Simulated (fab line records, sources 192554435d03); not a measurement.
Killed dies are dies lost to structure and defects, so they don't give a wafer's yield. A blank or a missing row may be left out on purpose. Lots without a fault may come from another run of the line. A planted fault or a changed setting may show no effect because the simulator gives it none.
Chamber matching | flow n5_finfet | N5_FIN_SAQP_HM_DEP_03 on pecvd-02: 3 sister chambers
The step deposits SiNx from SiH4/NH3/N2, target thk 38 nm, time 33.6 s. 22 wafers are shown with their chamber, then 11 later ones without.

WAFERS WITH THEIR CHAMBER
wafer  | chamber | showerhead_plenum_p_Torr (Torr) | showerhead_vpp_V (V) | heater_power_w (W)
L077.1 | 0       | 5.15                            | 1049                 | 769
L077.4 | 0       | 5.17                            | 1059                 | 785
L077.5 | 2       | 5.19                            | 1062                 | 893
L081.1 | 0       | 5.16                            | 1066                 | 892
L081.2 | 1       | 5.09                            | 1014                 | 866
L081.3 | 0       | 5.16                            | 1042                 | 900
L083.2 | 1       | 5.07                            | 1027                 | 842
L083.4 | 0       | 5.15                            | 1056                 | 934
L083.5 | 1       | 5.09                            | 1007                 | 812
L084.2 | 2       | 5.20                            | 1063                 | 950
L084.4 | 1       | 5.08                            | 1021                 | 861
L084.5 | 0       | 5.16                            | 1056                 | 923
L086.1 | 0       | 5.16                            | 1035                 | 823
L086.4 | 2       | 5.19                            | 1064                 | 1070
L086.5 | 0       | 5.14                            | 1062                 | 846
L089.1 | 2       | 5.17                            | 1095                 | 1052
L089.4 | 1       | 5.08                            | 1032                 | 810
L089.5 | 0       | 5.15                            | 1054                 | 930
L091.1 | 2       | 5.17                            | 1073                 | 1036
L091.2 | 1       | 5.09                            | 1023                 | 813
L091.4 | 0       | 5.15                            | 1046                 | 918
L092.1 | 0       | 5.15                            | 1053                 | 835

SIGNATURES (means of the wafers above)
reading                  | chamber 0 | chamber 1 | chamber 2 | scatter within a chamber
showerhead_plenum_p_Torr | 5.1545    | 5.0833    | 5.1840    | 0.00953
showerhead_vpp_V         | 1052.55   | 1020.67   | 1071.40   | 10.2
heater_power_w           | 868.64    | 834.00    | 1000.20   | 57
Rule: a wafer's distance from a chamber is the root of the sum, over the readings, of the square of ((its reading less the chamber's mean) divided by the reading's scatter). The wafer belongs to the nearest chamber; if the next one is less than 2 further off, it can't be placed. The scatter: the root of (the sum of the squares of (reading less its chamber's mean) over the shown wafers, divided by (wafers less chambers)).

WAFERS WITHOUT THEIR CHAMBER
wafer  | showerhead_plenum_p_Torr (Torr) | showerhead_vpp_V (V) | heater_power_w (W)
L092.4 | 5.19                            | 1076                 | 1020
L092.5 | 5.08                            | 1032                 | 833
L094.3 | 5.19                            | 1072                 | 906
L094.5 | 5.18                            | 1059                 | 889
L094.6 | 5.08                            | 1021                 | 874
L095.1 | 5.14                            | 1053                 | 886
L095.2 | 5.17                            | 1058                 | 954
L095.3 | 5.08                            | 1029                 | 786
L097.2 | 5.16                            | 1048                 | 865
L097.4 | 5.14                            | 1039                 | 860
L097.6 | 5.15                            | 1048                 | 853

WHICH CHAMBER EACH WENT THROUGH
wafer  | from the rows above     | in truth
L092.4 | 2                       | 2
L092.5 | 1                       | 1
L094.3 | 2                       | 2
L094.5 | can't be placed: 2 or 0 | 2
L094.6 | 1                       | 1
L095.1 | 0                       | 0
L095.2 | can't be placed: 2 or 0 | 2
L095.3 | 1                       | 1
L097.2 | 0                       | 0
L097.4 | 0                       | 0
L097.6 | 0                       | 0
Placed correctly: 9 of 11. Can't be placed from these rows: 2 (the true chamber is among the candidates in 2). Placed wrongly: 0.
